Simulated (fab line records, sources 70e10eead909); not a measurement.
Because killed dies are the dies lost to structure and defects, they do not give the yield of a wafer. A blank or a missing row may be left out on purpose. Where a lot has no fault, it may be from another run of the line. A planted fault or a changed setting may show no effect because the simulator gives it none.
Matching of chambers || flow nand-harc || 3 sister chambers for NHARC_P_M2_DEP_00 on pecvd-03
The step deposits SiOC, target thk 182.5 nm. 3 wafers are shown with their chamber, then 7 later ones without.

WAFERS WITH THEIR CHAMBER
{"wafer": "L348.4", "chamber": 1, "chamber-pressure-Torr (Torr)": 4.978}
{"wafer": "L362.3", "chamber": 0, "chamber-pressure-Torr (Torr)": 5.000}
{"wafer": "L362.5", "chamber": 2, "chamber-pressure-Torr (Torr)": 4.991}

WAFERS WITH NO CHAMBER GIVEN
{"wafer": "L362.6", "chamber-pressure-Torr (Torr)": 5.003}
{"wafer": "L364.1", "chamber-pressure-Torr (Torr)": 4.992}
{"wafer": "L364.2", "chamber-pressure-Torr (Torr)": 4.990}
{"wafer": "L364.5", "chamber-pressure-Torr (Torr)": 4.987}
{"wafer": "L365.1", "chamber-pressure-Torr (Torr)": 5.010}
{"wafer": "L365.2", "chamber-pressure-Torr (Torr)": 4.988}
{"wafer": "L365.3", "chamber-pressure-Torr (Torr)": 5.006}

THE CHAMBER EACH PASSED THROUGH
{"wafer": "L362.6", "from the rows above": "can't be placed: 0 or 2", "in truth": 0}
{"wafer": "L364.1", "from the rows above": "can't be placed: 2 or 0", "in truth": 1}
{"wafer": "L364.2", "from the rows above": "can't be placed: 2 or 0", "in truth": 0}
{"wafer": "L364.5", "from the rows above": "can't be placed: 2 or 1 or 0", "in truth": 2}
{"wafer": "L365.1", "from the rows above": "can't be placed: 0 or 2", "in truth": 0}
{"wafer": "L365.2", "from the rows above": "can't be placed: 2 or 1 or 0", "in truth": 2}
{"wafer": "L365.3", "from the rows above": "can't be placed: 0 or 2", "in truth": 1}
Placed correctly: 0 of 7. Can't be placed from these rows: 7 (the true chamber is among the candidates in 5). Wrongly placed: 0.
How it was worked out, from the rows above alone: a wafer's distance from a chamber is the root of the sum, over the readings, of the square of ((its reading less the chamber's mean) divided by the reading's scatter). The wafer belongs to the nearest chamber; if the next one is less than 2 further off, it can't be placed. For every chamber, the mean is computed from those of its wafers that are shown. The scatter (one wafer shown for each chamber): square how far every hidden wafer sits from the nearest shown wafer, average those squares and take the square root.
